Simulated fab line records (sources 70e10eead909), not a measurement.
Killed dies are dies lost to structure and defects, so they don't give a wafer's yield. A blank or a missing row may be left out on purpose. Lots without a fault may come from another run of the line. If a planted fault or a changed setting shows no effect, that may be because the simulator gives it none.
Which tool is to blame? / flow nandHarc / Sampling: 24 lots, 72 wafers, 2 of 1302 route steps

## WHAT EACH GAUGE READ, for each wafer
NHARC_P_ZERO_WELL_CD_MEAS_11: target cd 500 nm.
lot=L074; measured=day 1 21:14; on=cdSem-02; cdNm (nm)=505.5 501.9 498.1
lot=L075; measured=day 2 07:14; on=cdSem-03; cdNm (nm)=501.8 497.8 499.7
lot=L076; measured=day 2 17:07; on=cdSem-01; cdNm (nm)=496.9 499.0 499.7
lot=L077; measured=day 3 03:08; on=cdSem-01; cdNm (nm)=499.7 501.7 500.7
lot=L078; measured=day 3 13:07; on=cdSem-01; cdNm (nm)=504.2 500.6 501.5
lot=L079; measured=day 3 23:07; on=cdSem-03; cdNm (nm)=500.0 502.4 502.6
lot=L080; measured=day 4 09:15; on=cdSem-03; cdNm (nm)=500.4 500.1 498.9
lot=L081; measured=day 4 19:14; on=cdSem-02; cdNm (nm)=497.5 501.6 497.9
lot=L082; measured=day 5 05:14; on=cdSem-02; cdNm (nm)=502.8 497.3 503.5
lot=L083; measured=day 5 15:16; on=cdSem-03; cdNm (nm)=501.1 500.3 499.2
lot=L084; measured=day 6 01:07; on=cdSem-02; cdNm (nm)=501.9 498.9 498.4
lot=L085; measured=day 6 11:14; on=cdSem-02; cdNm (nm)=498.9 501.1 501.6
lot=L086; measured=day 6 21:15; on=cdSem-01; cdNm (nm)=498.9 499.3 500.6
lot=L087; measured=day 7 07:07; on=cdSem-03; cdNm (nm)=499.6 503.8 503.9
lot=L088; measured=day 7 17:07; on=cdSem-01; cdNm (nm)=498.4 500.8 499.1
lot=L089; measured=day 8 03:18; on=cdSem-02; cdNm (nm)=505.7 496.7 501.1
lot=L090; measured=day 8 13:14; on=cdSem-01; cdNm (nm)=497.6 498.8 500.1
lot=L091; measured=day 8 23:15; on=cdSem-02; cdNm (nm)=498.7 499.8 498.4
lot=L092; measured=day 9 09:14; on=cdSem-03; cdNm (nm)=503.8 506.3 502.3
lot=L093; measured=day 9 19:15; on=cdSem-02; cdNm (nm)=503.9 502.3 503.3
lot=L094; measured=day 10 05:18; on=cdSem-03; cdNm (nm)=499.0 500.7 499.4
lot=L095; measured=day 10 15:15; on=cdSem-02; cdNm (nm)=498.4 498.4 499.7
lot=L096; measured=day 11 01:14; on=cdSem-01; cdNm (nm)=501.0 500.2 500.5
lot=L097; measured=day 11 11:14; on=cdSem-02; cdNm (nm)=500.0 500.6 499.9

NHARC_P_STI_CD_MEAS_16.
lot=L074; measured=day 2 23:30; on=cdSem-01; cdNm (nm)=201 198 203
lot=L075; measured=day 3 08:20; on=cdSem-02; cdNm (nm)=196 197 203
lot=L076; measured=day 3 18:30; on=cdSem-01; cdNm (nm)=202 203 207
lot=L077; measured=day 4 05:07; on=cdSem-03; cdNm (nm)=198 195 199
lot=L078; measured=day 4 13:59; on=cdSem-01; cdNm (nm)=197 198 201
lot=L079; measured=day 4 23:48; on=cdSem-03; cdNm (nm)=206 201 204
lot=L080; measured=day 5 08:56; on=cdSem-02; cdNm (nm)=201 203 205
lot=L081; measured=day 5 19:49; on=cdSem-01; cdNm (nm)=200 202 200
lot=L082; measured=day 6 03:48; on=cdSem-01; cdNm (nm)=196 197 198
lot=L083; measured=day 6 16:30; on=cdSem-01; cdNm (nm)=194 196 196
lot=L084; measured=day 7 02:51; on=cdSem-01; cdNm (nm)=200 201 202
lot=L085; measured=day 7 12:13; on=cdSem-01; cdNm (nm)=198 197 194
lot=L086; measured=day 7 21:01; on=cdSem-02; cdNm (nm)=195 199 195
lot=L087; measured=day 8 11:25; on=cdSem-02; cdNm (nm)=199 197 197
lot=L088; measured=day 8 19:01; on=cdSem-01; cdNm (nm)=198 202 199
lot=L089; measured=day 9 03:09; on=cdSem-02; cdNm (nm)=205 200 207
lot=L090; measured=day 9 11:23; on=cdSem-03; cdNm (nm)=196 194 198
lot=L091; measured=day 9 21:37; on=cdSem-03; cdNm (nm)=201 207 203
lot=L092; measured=day 10 10:18; on=cdSem-03; cdNm (nm)=193 192 198
lot=L093; measured=day 10 20:52; on=cdSem-03; cdNm (nm)=193 199 194
lot=L094; measured=day 11 06:01; on=cdSem-02; cdNm (nm)=198 197 197
lot=L095; measured=day 11 13:48; on=cdSem-02; cdNm (nm)=203 203 205
lot=L096; measured=day 12 00:35; on=cdSem-03; cdNm (nm)=199 205 204
lot=L097; measured=day 12 10:33; on=cdSem-02; cdNm (nm)=202 204 204

## WHAT TOOL EACH LOT RAN ON (gives the tool, then ch and the chambers of the sampled wafers, and finally the start)
The record holds no process step before these readings.

## WHAT THE TOOLS THEMSELVES READ (means of the sampled wafers that have a number; where no wafer has one, the mark that the record gives instead)
The record holds no such reading with a usual standard deviation.

## THE ANSWER, worked out from the rows above alone
Rule: the usual values come from the lots themselves. The widest of any qualifying gaps counts: lots, ordered by their means at a reading, are off when they make up no more than a third of the lots, leave a main group of 4 or more, and stand apart from it by 3 or more times the standard deviation of that group's means. Not used: any main group whose means are identical at the precision the tables above print for the reading. Also off: a lot with no number at a reading for which 4 or more lots have one. The other lots that the step has rows for count as sound. The gauges are gone through in route order, then the tools' own readings, and for those a lot's mean is taken as printed above. The first step at which some lot is off is used, and at that step the reading that is off furthest; a lot without a number counts as furthest.
Nothing can be told from this: no lot is off at any reading shown.

## WHAT HAD BEEN PUT IN BY THE SIMULATOR
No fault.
